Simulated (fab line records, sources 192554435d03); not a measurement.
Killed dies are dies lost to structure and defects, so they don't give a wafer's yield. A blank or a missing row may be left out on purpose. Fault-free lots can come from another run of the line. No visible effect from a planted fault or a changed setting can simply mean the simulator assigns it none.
Split-lot study -- flow n5Finfet -- 21 wafers read across 7 lots, on a route 1938 steps long

== SPLIT DETAILS ==
At N5_DUMMY_GATE_HM_DEP_06 (deposits SiNx from DCS/NH3, target thk 80 nm, time 5141 s), the setting timeS was moved away from the recipe's 5141 s on 6 of the 21 wafers read, by +7.8% to +13.0%. For the rest of the wafers, this setting stayed at what the recipe calls for.

Reading taken at the split's own step.

== THE READING ==
SiNx_of_DUMMY_GATE_HM_DEP_06.thkNm (the simulator's own value, which no gauge read), in nm, at N5_DUMMY_GATE_HM_DEP_06 (deposits SiNx from DCS/NH3, target thk 80 nm, time 5141 s). The file does not state a usual value for it. The 15 wafers here that ran the recipe average 79.6 nm, standard deviation 0.45 nm.

wafer,"tool, chamber at the split","timeS as run, s",against the recipe,"SiNx_of_DUMMY_GATE_HM_DEP_06.thkNm, nm",against lot-mates on the recipe
L076.2,"-, -",5809,+13.0%,90.6,no lot-mate on the recipe
L076.3,"-, -",5809,+13.0%,90.2,no lot-mate on the recipe
L076.6,"-, -",5809,+13.0%,90.4,no lot-mate on the recipe
L086.1,"-, -",5141,recipe,80,-
L086.5,"-, -",5141,recipe,80,-
L086.6,"-, -",5141,recipe,79.6,-
L087.1,"-, -",5541,+7.8%,86.4,no lot-mate on the recipe
L087.2,"-, -",5541,+7.8%,86.2,no lot-mate on the recipe
L087.4,"-, -",5541,+7.8%,86.2,no lot-mate on the recipe
L088.1,"-, -",5141,recipe,80.2,-
L088.5,"-, -",5141,recipe,79.8,-
L088.6,"-, -",5141,recipe,80,-
L089.1,"-, -",5141,recipe,79.8,-
L089.2,"-, -",5141,recipe,79.6,-
L089.3,"-, -",5141,recipe,80,-
L094.1,"lpcvd-02, 0/65",5141,recipe,78.6,-
L094.3,"lpcvd-02, 0/75,0/89",5141,recipe,79,-
L094.6,"lpcvd-02, 0/75,0/89",5141,recipe,79,-
L095.2,"-, -",5141,recipe,79.6,-
L095.3,"-, -",5141,recipe,79.2,-
L095.4,"-, -",5141,recipe,79.4,-
When a row names more than one chamber, that row covers several wafers, and the file does not tell which wafer ran in which chamber.

THE FIT
A straight line over all 21 wafers: SiNx_of_DUMMY_GATE_HM_DEP_06.thkNm changes by +0.838 nm for each +1% of timeS; r = +1.00; the points scatter about the line by 0.41 nm.
Too few moved wafers with a lot-mate on the recipe to fit a line net of each lot's own level.

== THE FILE'S OWN FIT ==
SiNx_of_DUMMY_GATE_HM_DEP_06.thkNm changes by +0.838 nm for each +1% of timeS, r = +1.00.
